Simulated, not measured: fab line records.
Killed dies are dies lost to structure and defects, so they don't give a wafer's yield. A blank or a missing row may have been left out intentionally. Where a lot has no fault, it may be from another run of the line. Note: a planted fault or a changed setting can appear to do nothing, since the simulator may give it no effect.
Problem report in the 8D (eight disciplines) form, filled by code ; flow nandHarc ; the parts of the form that need people (team, actions taken, sign-off) are left out

## 1. THE ISSUE
At NHARC_A_CONTACT_ETCH_31, chamberPressureMTorr averages 18.081 mTorr over 6 wafers from 2 lots, while fault-free wafers read 20.001 mTorr, standard deviation 0.019. That is -99 or more standard deviations from the usual mean.
The step: etches the open film in O2/COS, target depth 2800 nm, time 728 s.
Seen first at day 30 04:02 on rieDiel-08, wafer L858.3. Wafers with a number at this step in the record: 36, from 12 lots. Rule for "out", or "out of limits": more than 4 standard deviations from the usual mean. The other wafers with a number count as sound.

## 2. WHAT IT IS, WHAT IT ISN'T
question;is;is not
which readings at this step;chamberPressureMTorr;drypumpMotorCurrentA, oesProductAu, rfVppV, showerheadPlenumPTorr, throttleValvePct
which lots;L858, L859;L841, L842, L844, L845, L846, L847, L850, L860, L861, L862
which wafers of those lots;all that have a number;-
read on which tools;rieDiel-08;rieDiel-04, rieDiel-13
when;from day 30 04:02;"up to then (21 sound wafers); but 9 sound wafers of L860, L861, L862 came after"

## 3. SUSPECTS, AND WHAT RULES EACH OUT
Counting: a tool stays on the suspect list if, at a process step up to the reading, it processed all lots that are out and no sound lot following the first of them.
- rieDiel-08 at NHARC_A_CONTACT_ETCH_31 (etches the open film in O2/COS, target depth 2800 nm, time 728 s): kept. It ran every lot that is out, first L858 (day 30 04:02), and no sound lot after that; its last sound lot up to then is L846 (day 24 17:02). Its own chamberPressureMTorr readings are out on those wafers.
Remaining after the count: rieDiel-08 at NHARC_A_CONTACT_ETCH_31.

## 4. THE CAUSE (what the simulator had put in)
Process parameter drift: rieDiel-08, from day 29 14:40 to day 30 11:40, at NHARC_A_CONTACT_ETCH_31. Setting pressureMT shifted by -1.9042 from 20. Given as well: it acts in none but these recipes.
The count eliminated every tool but this one.

## 5. THE CHAIN OF EFFECTS, in route order
Rows list readings where the struck wafers' mean (over those with a number) sits beyond 3 standard deviations from the usual. Readings are gone through only where the record gives a usual standard deviation; hours: the median, over the lots, of the time from a lot's start at the first step in this table giving one to that lot's start at this step; sigmas: the change measured in usual standard deviations.
hours;step;reading;usual;on struck wafers;change;sigmas
0;NHARC_A_CONTACT_ETCH_31;chamberPressureMTorr;20.001 mTorr;18.081;-1.921;-99 or more
Process steps it contains:
- NHARC_A_CONTACT_ETCH_31: etches the open film in O2/COS, target depth 2800 nm, time 728 s.

## 6. HOW IT WOULD HAVE BEEN CAUGHT EARLIER
First out-of-limits reading in this record: day 30 04:02, which is 13 hours after fault onset at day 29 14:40.
